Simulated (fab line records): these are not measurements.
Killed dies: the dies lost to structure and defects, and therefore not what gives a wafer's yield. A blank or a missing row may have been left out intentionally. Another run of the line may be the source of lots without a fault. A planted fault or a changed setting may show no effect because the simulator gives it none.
Matching of chambers    flow nandHarc    3 sister chambers for NHARC_A_CONTACT_DEP_85 on pecvd-04
The step deposits SiON, target thk 60 nm. 3 wafers are shown with their chamber, then 7 later ones without.

== WAFERS PAIRED WITH THEIR CHAMBERS ==
wafer   chamber  heaterPowerW (W)
L090.4  2        874
L091.3  0        688
L091.5  1        835

== WAFERS WHOSE CHAMBER IS MISSING ==
wafer   heaterPowerW (W)
L091.6  740
L092.1  730
L092.5  833
L092.6  718
L096.1  922
L096.3  650
L096.6  914

== WHICH CHAMBER EACH ONE RAN IN ==
wafer   from the rows above      in truth
L091.6  can't be placed: 0 or 1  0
L092.1  can't be placed: 0 or 1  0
L092.5  can't be placed: 1 or 2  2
L092.6  0                        0
L096.1  can't be placed: 2 or 1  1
L096.3  0                        0
L096.6  can't be placed: 2 or 1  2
2 of 7 placed correctly. Not placeable from these rows: 5 (in 5, the candidates include the true chamber). Number placed wrongly: 0.
How it was worked out, from the rows above alone: a wafer's distance from a chamber is the root of the sum, over the readings, of the square of ((its reading less the chamber's mean) divided by the reading's scatter). The wafer belongs to the nearest chamber; if the next one is less than 2 further off, it can't be placed. For every chamber, the mean is computed from those of its wafers that are shown. The scatter (one wafer shown for each chamber): square how far every hidden wafer sits from the nearest shown wafer, average those squares and take the square root.
